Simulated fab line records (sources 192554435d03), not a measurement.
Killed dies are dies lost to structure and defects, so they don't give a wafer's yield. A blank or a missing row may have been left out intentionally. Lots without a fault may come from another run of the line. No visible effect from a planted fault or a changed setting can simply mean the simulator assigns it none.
Comparing a struck lot with a sound one + flow n5 finfet + 17 out of 1938 route steps
Sound: these wafers, L442.4, L442.5, L442.6. Struck: wafer L446.1 (left out: L446.3, L446.4 of the same lot, which were not struck); the cause appears at the end.
For every step that has rows: the tool of each side, followed by ch and its chambers, followed by its first start. Under that, the readings that differ: sound wafers + struck wafers + difference of the means + sigmas: that difference in standard deviations of wafers without a fault.
alike: readings with means less than 2 such deviations apart, plus words and numbers identical on both sides. not compared: withheld readings, readings lacking a value on some wafer, bounds such as >300 that could conceal the same value, and numbers that have no deviation in the record and whose values overlap.
Wherever a step has rows on one side only, a row that says differs or no value, or a row with sigmas, the two part there. Numbers that don't overlap but have no deviation are shown without sigmas and don't part them. A reading missing from all wafers of one side parts the sides only when that side holds two or more wafers.

first, 7 steps without rows for these wafers: N5_BEOL_M8_COAT_60 (time 60 s, resist thk 35 nm); N5_BEOL_M8_COAT_05 (resist thk 90 nm); N5_BEOL_M8_EBR_07; N5_BEOL_M8_SOFTBAKE_06 (time 60 s); N5_BEOL_M8_EXPOSE_08 (exposes mask M8); N5_BEOL_M8_PEB_09 (peb time 60 s); N5_BEOL_M8_DEVELOP_10 (develop time 30 s).
N5_BEOL_M8_CD_MEAS_11: the cd target is 38.5 nm.
  sound on cd sem-02 ch 0, day 11 23:52; struck on cd sem-01 ch 0, day 13 05:55
  alike: cd nm
N5_BEOL_M8_OVL_MEAS_12:
  sound on overlay-01 ch 0, day 11 23:54; struck on overlay-01 ch 0, day 13 05:56
  alike: M8_OVL
N5_BEOL_M8_INSPECT_13: inspects for defects (brightfield).
  sound on defect inspect-02 at day 11 23:56; struck on defect inspect-01 at day 13 05:58
  alike: raw defect count
N5_BEOL_M8_DESCUM_16: chemistry O2, time 7.9 s.
  sound on rie diel-05 ch 0,1, day 12 00:01; struck on rie diel-06 ch 1, day 13 06:00
  alike: bias power w, drypump motor current A, oes product au, rf vpp V, showerhead plenum p Torr, throttle valve pct
  not compared: rf hours counter h
N5_BEOL_M8_ETCH_61: etches SiARC in CF4, target depth 45.5 nm, time 75.8 s.
  sound on rie diel-05 ch 0,1, day 12 00:02; struck on rie diel-06 ch 1, day 13 06:02
  alike: drypump motor current A, etch rf on time s, mfc ar sccm, oes product au, rf vpp V, showerhead plenum p Torr, throttle valve pct
  not compared: rf hours counter h
N5_BEOL_M8_ETCH_62: etches SOC in N2/H2, target depth 110 nm, overetch 22 nm, time 165 s.
  sound on rie diel-05 ch 0,1, day 12 00:06; struck on rie diel-06 ch 1, day 13 06:05
| reading                                    | sound             | struck | difference | sigmas |
|--------------------------------------------|-------------------|--------|------------|--------|
| throttle valve pct (%)                     | 17.95 17.88 17.95 | 17.46  | -0.47      | -2     |
| model.SiARC_of_BEOL_M8_COAT_60.thk nm (nm) | 28.4 28.4 28.4    | 27.8   | -0.6       |        |
  alike: drypump motor current A, oes product au, rf vpp V, showerhead plenum p Torr
  not compared: rf hours counter h
then, 1 step without rows for these wafers: N5_BEOL_M8_STRIP_68 (strips in N2/H2).
N5_BEOL_M8_STRIP_67: strips in CF4.
  sound on rie diel-05 ch 0,1, day 12 00:14; struck on rie diel-06 ch 1, day 13 06:14
  alike: bias power w, drypump motor current A, oes product au, rf vpp V, showerhead plenum p Torr, throttle valve pct
  not compared: rf hours counter h
N5_BEOL_M8_HM_OPEN_17: chemistry Cl2/BCl3, target TiN, target depth 20 nm, overetch 6 nm.
  sound on rie metal-03 ch 0,1, day 12 00:19; struck on rie metal-01 ch 1, day 13 06:17
| reading                  | sound           | struck | difference                   | sigmas |
|--------------------------|-----------------|--------|------------------------------|--------|
| rf hours counter h (h)   | - - -           | 16     | no value on the sound wafers |        |
| model.etch.depth nm (nm) | 20.1 20.3 20.11 | 19.1   | -1.1                         |        |
  alike: drypump motor current A, mfc ar sccm, oes product au, throttle valve pct
N5_BEOL_M8_STRIP_19: strips in O2.
  sound on rie diel-05 ch 0,1, day 12 00:25; struck on rie diel-03 ch 0, day 13 06:23
  alike: drypump motor current A, oes product au, rf vpp V, showerhead plenum p Torr, throttle valve pct
  not compared: rf hours counter h

WHERE THEY PART
At N5_BEOL_M8_ETCH_62 first; at N5_BEOL_M8_HM_OPEN_17 last (within this record only). Later steps at which nothing parts them and some readings are alike: N5_BEOL_M8_STRIP_19.

WHY: whatever the simulator had introduced
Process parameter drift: rie diel-06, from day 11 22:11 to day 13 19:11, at N5_BEOL_M8_ETCH_62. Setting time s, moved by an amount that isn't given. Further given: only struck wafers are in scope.
